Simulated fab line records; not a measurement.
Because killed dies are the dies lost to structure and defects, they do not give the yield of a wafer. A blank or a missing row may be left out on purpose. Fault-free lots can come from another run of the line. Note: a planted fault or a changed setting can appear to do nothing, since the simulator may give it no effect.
3 desks looking at one fault | flow n5_finfet | each desk holds nothing but its own numbers, with what lay behind them at the end

FROM THE METROLOGY DESK
Lot by lot, what the gauges showed, no matter which tool ran the lot: averages of those sampled wafers that carry a number. A lot is out of limits, marked OUT, if its mean lies more than 4 standard deviations from the usual mean; the brackets give that distance. Shown here are 7 of its 10 readings, the ones lying furthest out on some lot.
Columns: A = DIBL_P at N5_BEOL_M4_RC_MEAS_101, usual 36.1 mV/V; B = IOFF_N at N5_BEOL_M4_RC_MEAS_101, usual 0.161 nA/um; C = IOFF_P at N5_BEOL_M4_RC_MEAS_101, usual 0.209 nA/um; D = SS_N at N5_BEOL_M4_RC_MEAS_101, usual 71.5 mV/dec; E = SS_P at N5_BEOL_M4_RC_MEAS_101, usual 73.2 mV/dec; F = VT_N at N5_BEOL_M4_RC_MEAS_101, usual 249.1 mV; G = VT_P at N5_BEOL_M4_RC_MEAS_101, usual -249.9 mV
lot  | first seen here | A    | B     | C     | D    | E    | F     | G
L776 | day 7 12:20     | 35.0 | 0.145 | 0.181 | 71.4 | 73.2 | 248.1 | -253.5
L777 | day 8 08:17     | 36.6 | 0.162 | 0.221 | 71.3 | 73.2 | 247.6 | -249.3
L778 | day 8 12:03     | 35.3 | 0.166 | 0.218 | 71.3 | 73.2 | 249.6 | -248.4
L779 | day 8 14:11     | 34.0 | 0.132 | 0.181 | 71.2 | 72.9 | 252.3 | -251.3
L780 | day 8 17:25     | 34.5 | 0.128 | 0.172 | 70.3 | 72.5 | 252.2 | -255.1
L782 | day 9 12:39     | 37.0 | 0.181 | 0.227 | 71.6 | 73.8 | 248.6 | -248.4
L794 | day 12 11:00    | 36.1 | 0.183 | 0.230 | 72.0 | 73.5 | 248.8 | -248.5
L796 | day 12 14:43    | 37.5 | 0.188 | 0.226 | 72.0 | 72.9 | 248.0 | -249.1
L798 | day 13 06:17    | 37.2 | 0.170 | 0.225 | 72.1 | 73.5 | 247.9 | -249.7
L799 | day 13 22:22    | 35.4 | 0.147 | 0.199 | 71.8 | 73.3 | 250.6 | -247.7
This desk's finding: nothing out of limits on any of the 10 lots.

AT THE TOOL OWNER'S DESK: cvd_co-01
The tool's own readings at N5_BEOL_M2_CO_CAP_55 (material Co, precursor CCTBA/H2, target thk 2 nm, time 102.1 s): means of the sampled wafers that have a number, for each lot that ran on this tool. A lot is out of limits, marked OUT, if its mean lies more than 4 standard deviations from the usual mean; the brackets give that distance.
Columns: A = heater_power_w at N5_BEOL_M2_CO_CAP_55, usual 255 W; B = run_length_s at N5_BEOL_M2_CO_CAP_55, usual 125.0 s
lot  | first seen here | A   | B
L776 | day 6 19:46     | 232 | 125.2
L777 | day 7 11:02     | 230 | 125.2
L778 | day 7 14:30     | 235 | 124.6
L779 | day 7 17:16     | 236 | 135.1 (+24) OUT
L780 | day 7 23:37     | 248 | 134.6 (+23) OUT
L794 | day 11 13:05    | 236 | 125.2
L799 | day 12 22:01    | 233 | 124.9
This desk's finding: out of limits on L779, L780; first on L779, day 7 17:16 (run_length_s at N5_BEOL_M2_CO_CAP_55). L776, L777, L778, L794, L799: within limits.

THE DEFECT DESK
For each lot, the counts of the inspections along the route, averaged over the sampled wafers that have a number. A lot is out of limits, marked OUT, if its mean lies more than 4 standard deviations from the usual mean; the brackets give that distance.
Columns: A = raw_defect_count at N5_BEOL_M2_INSPECT_59, usual 67
lot  | first seen here | A
L776 | day 6 19:59     | 55
L777 | day 7 11:15     | 66
L778 | day 7 14:43     | 60
L779 | day 7 17:29     | 52
L780 | day 7 23:49     | 42
L782 | day 8 14:35     | 104
L794 | day 11 13:18    | 104
L796 | day 11 18:02    | 59
L798 | day 12 07:32    | 49
L799 | day 12 22:14    | 96
This desk's finding: nothing out of limits on any of the 10 lots.

ALL TOGETHER
At day 7 17:16, on L779, L780, the tool owner's desk was in a position to raise an alarm.
From the metrology desk's view, nothing was out of limits.
The defect desk saw nothing out of limits.
The metrology desk has L779, L780 on record, within its limits.
The defect desk has L779, L780 on record, within its limits.
The lots listed all ran N5_BEOL_M2_CO_CAP_55 on cvd_co-01.

WHAT WAS PUT IN BY THE SIMULATOR
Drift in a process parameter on cvd_co-01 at N5_BEOL_M2_CO_CAP_55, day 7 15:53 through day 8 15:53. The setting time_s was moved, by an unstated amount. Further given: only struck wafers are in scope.
Struck lots among those shown: L779, L780.
Time in hours from fault onset to the first out-of-limits reading at each desk: the tool owner's desk, 1.
